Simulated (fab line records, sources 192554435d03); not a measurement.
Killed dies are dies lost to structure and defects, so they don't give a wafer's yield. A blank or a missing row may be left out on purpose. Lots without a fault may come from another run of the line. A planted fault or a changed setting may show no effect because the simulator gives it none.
Problem report in the 8D (eight disciplines) form, filled by code | flow n5_finfet | the parts of the form that need people (team, actions taken, sign-off) are left out

1. THE PROBLEM
plate_temp_C at N5_BEOL_M11_COAT_59 reads a mean of 235.69 C on 6 wafers of 2 lots; wafers without a fault read 249.98 C with a standard deviation of 0.16. That is -89 standard deviations from the usual mean.
The step: time 60 s, resist thk 100 nm.
First seen on wafer L437.2, day 14 01:15, on litho_track-01. The record holds 33 wafers of 11 lots with a number at this step. Rule for "out", or "out of limits": more than 4 standard deviations from the usual mean. The other wafers with a number count as sound.

2. WHAT IT IS AND WHAT IT IS NOT
question                    | is                                 | is not
which readings at this step | plate_temp_C, heater_power_total_W | -
which lots                  | L437, L439                         | L425, L426, L428, L431, L432, L433, L436, L445, L447
which wafers of those lots  | all that have a number             | -
read on which tools         | litho_track-01                     | litho_track-02, litho_track-05
when                        | from day 14 01:15                  | up to then (21 sound wafers); but 6 sound wafers of L445, L447 came after

3. SUSPECTS, AND WHAT RULES EACH OUT
Counting: a tool at a process step up to the reading stays a suspect if it ran every lot that is out and no sound lot after the first of them.
- litho_track-01 at N5_BEOL_M11_COAT_59 (time 60 s, resist thk 100 nm): kept. It ran every lot that is out, first L437 (day 14 01:15), and no sound lot after that; its last sound lot up to then is L436 (day 13 14:13). Its own readings are out on those wafers: heater_power_total_W, plate_temp_C.
Left after counting: litho_track-01 at N5_BEOL_M11_COAT_59.

4. THE CAUSE (what the simulator had put in)
Process parameter drift: litho_track-01, from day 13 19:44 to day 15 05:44, at N5_BEOL_M11_COAT_59. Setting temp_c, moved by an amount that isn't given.
Counting left only this tool.

5. THE CHAIN OF EFFECTS, in route order
Each row: a reading whose mean over the struck wafers that have a number lies more than 3 standard deviations from the usual. Only readings for which the record gives a usual standard deviation are gone through. hours: the time from each lot's start at the first step in this table that gives one to its start at this step, as a median over the lots. sigmas: the change in usual standard deviations.
hours | step                | reading              | usual    | on struck wafers | change | sigmas
0     | N5_BEOL_M11_COAT_59 | heater_power_total_W | 500.6 W  | 465.6            | -35.0  | -19
0     | N5_BEOL_M11_COAT_59 | plate_temp_C         | 249.98 C | 235.69           | -14.29 | -89
The process steps in it:
- N5_BEOL_M11_COAT_59: time 60 s, resist thk 100 nm.
Later measuring or inspecting steps at which every struck wafer that the step has a row for has a number for every such reading, and none has moved that far: N5_BEOL_M11_INSPECT_13.

6. WHAT WOULD HAVE CAUGHT IT SOONER
In this record the first reading out of limits was taken at day 14 01:15, 6 hours after the fault began at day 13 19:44.
